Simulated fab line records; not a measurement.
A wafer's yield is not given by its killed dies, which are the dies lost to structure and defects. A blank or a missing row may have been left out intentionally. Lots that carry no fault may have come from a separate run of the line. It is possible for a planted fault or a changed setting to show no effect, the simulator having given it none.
Check for tools in common | flow nand_harc | Sampled: 2 lots, 6 wafers

== REASON FOR OPENING ==
At NHARC_END_SORT_01 the reading killed_at_array is flagged on 2 of 2 lots. No-fault wafers: 29, standard deviation 11.
Rule: a lot is flagged when every wafer of it that has a number lies more than 4 standard deviations from that mean, or none has a number. As for the other lots, they are considered sound.

lot  | measured     | on        | killed_at_array, wafer by wafer | flag
L954 | day 22 00:25 | prober-01 | 673 672 671                     | FLAGGED
L956 | day 22 04:19 | prober-02 | 675 673 675                     | FLAGGED
On average the flagged lots' numbers are 673, which is +644 against the usual, or +59 standard deviations.

== WHICH TOOL RAN EACH LOT ==
Before the reading, the record contains 3 process steps out of a 1159-step route. Each cell gives the tool, then ch followed by the chambers the sampled wafers passed through, then the start.
lot  | flag    | NHARC_A_SLIT_DESCUM_14           | NHARC_A_SLIT_ETCH_29               | NHARC_A_SLIT_STRIP_18
L954 | FLAGGED | rie_diel-06 ch 0,1, day 16 20:41 | rie_diel-06 ch 0,2,3, day 16 23:41 | rie_diel-06 ch 0,1,3, day 16 23:49
L956 | FLAGGED | rie_diel-13 ch 1,2, day 16 20:29 | rie_diel-01 ch 0,1,3, day 16 23:21 | rie_diel-01 ch 1,3, day 16 23:26
These steps, and what they do:
- NHARC_A_SLIT_DESCUM_14: chemistry O2, time 3 s.
- NHARC_A_SLIT_ETCH_29: etches the open film in CF4/O2, target depth 100 nm, overetch 10 nm, time 55 s.
- NHARC_A_SLIT_STRIP_18: strips in O2.
- NHARC_END_SORT_01

== FLAGGED OVER TOTAL, TOOL BY TOOL (the gauges that took the reading come last) ==
step                   | tool        | lots run | flagged | share of the flagged lots | sound lots run after its first flagged lot
NHARC_A_SLIT_DESCUM_14 | rie_diel-06 | 1        | 1       | some                      | 0
NHARC_A_SLIT_DESCUM_14 | rie_diel-13 | 1        | 1       | some                      | 0
NHARC_A_SLIT_ETCH_29   | rie_diel-01 | 1        | 1       | some                      | 0
NHARC_A_SLIT_ETCH_29   | rie_diel-06 | 1        | 1       | some                      | 0
NHARC_A_SLIT_STRIP_18  | rie_diel-01 | 1        | 1       | some                      | 0
NHARC_A_SLIT_STRIP_18  | rie_diel-06 | 1        | 1       | some                      | 0
NHARC_END_SORT_01      | prober-01   | 1        | 1       | some                      | 0
NHARC_END_SORT_01      | prober-02   | 1        | 1       | some                      | 0

== THE TABLE: WHAT IT ALLOWS ==
No row of the table ran every flagged lot.

== WHAT THE SIMULATOR PUT IN ==
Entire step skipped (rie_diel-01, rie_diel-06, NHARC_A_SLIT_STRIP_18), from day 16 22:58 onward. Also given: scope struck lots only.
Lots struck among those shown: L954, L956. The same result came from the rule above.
